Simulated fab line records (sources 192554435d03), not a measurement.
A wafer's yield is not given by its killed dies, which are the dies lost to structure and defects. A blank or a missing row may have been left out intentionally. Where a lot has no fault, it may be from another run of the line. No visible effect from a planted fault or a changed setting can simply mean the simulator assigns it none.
A struck lot beside a sound one / flow n5 finfet / 39 steps out of a route of 1938
Sound: the wafers L456.2, L456.4, L456.5. Struck: wafers L444.1, L444.2, L444.4. The cause is named last.
Per side, at each step with rows, come the tool, then ch with its chambers, and then its first start. Under that, the readings that differ: sound wafers / struck wafers / difference of the means / sigmas: that difference in standard deviations of wafers without a fault.
alike: same words and numbers on both sides, and readings whose means sit less than 2 such deviations apart. not compared: any withheld reading, any reading some wafer has no value for, any bound like >300 that may hide the same value, and any number with overlapping values for which the record gives no deviation.
Wherever a step has rows on one side only, a row that says differs or no value, or a row with sigmas, the two part there. Non-overlapping numbers with no deviation appear without sigmas and do not part them. A reading missing from all wafers of one side parts the sides only when that side holds two or more wafers.

first, 10 steps without rows for these wafers: N5_DUMMY_REMOVAL_HM_STRIP_01 (strips SiNx in CH3F/O2, stops on poly-Si, target depth 4 nm, time 6.8 s); N5_DUMMY_REMOVAL_STRIP_10 (strips in N2/H2, time 40 s); N5_DUMMY_REMOVAL_PRECLEAN_07 (cleans in dHF, time 30 s); N5_DUMMY_REMOVAL_DUMMY_REMOVE_02 (chemistry TMAH, target poly-Si, stops on SiO2, target depth 142 nm, time 57 s, rinse time 30 s); N5_DUMMY_REMOVAL_PRECLEAN_08 (cleans in NF3:NH3, afs cycles 2, time 20 s, sublimation time 60 s); N5_DUMMY_REMOVAL_PRECLEAN_04 (cleans in DHF, time 37 s); N5_DUMMY_REMOVAL_SRD_05 (time 30 s); N5_HKMG_FIN_IL_REGROW_00 (material SiO2, chemistry O3, target thk 0.75 nm, time 30 s); N5_HKMG_FIN_HK_ALD_01 (deposits HfO2, target thk 1.6 nm, pulse time 3 s, purge time 3 s); N5_HKMG_FIN_HK_ANNEAL_02 (time 30 s).
N5_HKMG_FIN_ALD_74: deposits La2O3, target thk 0.5 nm, pulse time 6 s, co reactant pulse time 1 s.
  sound on ald hk-03 ch 0,2,3, day 8 18:39; struck on ald hk-01 ch 0,1,2, day 5 20:22
  no value came back on the struck wafers for co reactant pulse time s (s), co reactant purge time s (s), heater power w (W), precursor pulse height rel; on the sound wafers co reactant pulse time s (s) reads 1 1 1
then, 26 steps without rows for these wafers: N5_HKMG_FIN_ALD_75 (deposits Al2O3, target thk 1 nm, co reactant pulse time 1 s); N5_HKMG_FIN_COAT_41 (time 60 s, resist thk 300 nm); N5_HKMG_FIN_COAT_42 (time 60 s, resist thk 35 nm); N5_HKMG_FIN_COAT_43 (resist thk 90 nm); N5_HKMG_FIN_EBR_45; N5_HKMG_FIN_SOFTBAKE_44 (time 60 s); N5_HKMG_FIN_EXPOSE_46 (exposes mask NDIPOLE); N5_HKMG_FIN_PEB_47 (peb time 60 s); N5_HKMG_FIN_DEVELOP_48 (develop time 30 s); N5_HKMG_FIN_DESCUM_53 (chemistry O2, time 7.9 s); N5_HKMG_FIN_ETCH_54 (etches SiARC in CF4, target depth 45.5 nm, time 75.8 s); N5_HKMG_FIN_ETCH_55 (etches SOC in N2/H2, target depth 240 nm, time 300 s); N5_HKMG_FIN_STRIP_56 (strips in N2/H2); N5_HKMG_FIN_STRIP_57 (strips in CF4); N5_HKMG_FIN_ETCH_58 (etches SOC in N2/H2, target depth 215.8 nm, time 741 s); N5_HKMG_FIN_STRIP_93 (strips SOC in N2/H2, time 20 s); N5_HKMG_FIN_WET_ETCH_76 (etches Al2O3 in dNH4OH, stops on La2O3, target depth 2.25 nm, rinse time 30 s); N5_HKMG_FIN_STRIP_60 (strips in N2/H2, time 360 s); N5_HKMG_FIN_WET_ETCH_77 (etches La2O3 in dHCl, stops on HfO2, target depth 2 nm); N5_HKMG_FIN_WET_ETCH_78 (etches Al2O3 in dNH4OH, stops on La2O3, target depth 4.5 nm, rinse time 30 s); N5_HKMG_FIN_ALD_79 (deposits TiN, target thk 1.5 nm, pulse time 1 s, purge time 3 s); N5_HKMG_FIN_CVD_62 (deposits a-Si from Si2H6, target thk 3 nm, time 20.8 s); N5_HKMG_FIN_RTA_80 (time 2 s); N5_HKMG_FIN_PRECLEAN_64 (cleans in dHF, time 30 s); N5_HKMG_FIN_WET_ETCH_65 (etches a-Si in TMAH, stops on TiN, time 49 s, target depth 3 nm); N5_HKMG_FIN_WET_ETCH_81 (etches TiN in SC1, stops on HfO2, time 57 s, target depth 6 nm).
-- record jumps: 5 days separate the struck wafers' starts on either side; left off in module HKMG_FIN, taken up again in module BEOL_M4, whose first shown step is the route's number 1111 --
N5_BEOL_M4_RC_MEAS_101:
  sound on prober-02 ch 0, day 12 21:04; struck on prober-01 ch 0, day 10 16:50
reading=IOFF_P (nA/um); sound=0.222 0.206 0.191; struck=42.135 37.155 41.382; difference=+40.018; sigmas=+99 or more
reading=IOFF_P_85C (nA/um); sound=3.9 3.6 3.4; struck=315.2 284.4 306.8; difference=+298.5; sigmas=+99 or more
reading=IOFF_P_LIN (nA/um); sound=0.107 0.101 0.095; struck=19.301 17.722 19.119; difference=+18.613; sigmas=+99 or more
reading=IOFF_P_LONG (nA/um); sound=0.000112 0.000116 0.000112; struck=0.017364 0.017389 0.017512; difference=+0.017308; sigmas=+99 or more
reading=ION_P (uA/um); sound=466 465 464; struck=662 652 664; difference=+194; sigmas=+29
reading=VT_N_LVT (mV); sound=96.8 99.0 100.0; struck=251.6 253.3 250.9; difference=+153.3; sigmas=+73
reading=VT_P (mV); sound=-249 -249 -250; struck=-100 -102 -100; difference=+149; sigmas=+46
reading=VT_P_LONG (mV); sound=-271 -274 -274; struck=-128 -128 -129; difference=+145; sigmas=+44
  alike: DIBL_N, DIBL_P, IOFF_N, ION_N, SS_N, SS_P, VT_N
-- a jump in the record: the struck wafers' starts before and after are 4 days apart (it breaks off in module BEOL_M4 and resumes in module PASSIVATION, where the first step shown is number 1936 of the route) --
N5_PASSIVATION_PROBE_49:
  sound on prober-01, day 17 02:47; struck on prober-01, day 15 03:35
reading=killed at contacts; sound=4 5 3; struck=17 19; difference=+14; sigmas=+2
reading=killed at front end; sound=60 58 72; struck=46 25; difference=-28; sigmas=-3
reading=sort_bin_4_leakage (%); sound=0 0 0; struck=89.58 90.68; difference=+90.13; sigmas=
reading=sort n pass; sound=1079 1080 1070; struck=0 0; difference=-1076; sigmas=-67
reading=sort yield pct (%); sound=91.4 91.5 90.7; struck=0 0; difference=-91; sigmas=-65
  alike: defect limited yield, killed_at_M0_to_M3, killed_at_M4_up, killed at other, killed dies, killed open, killed short, sort_bin_5_function, sort_bin_6_memory

== WHERE THEY PART ==
Last at N5_PASSIVATION_PROBE_49 as far as this record goes, first at N5_HKMG_FIN_ALD_74.

WHY: what the simulator had put in
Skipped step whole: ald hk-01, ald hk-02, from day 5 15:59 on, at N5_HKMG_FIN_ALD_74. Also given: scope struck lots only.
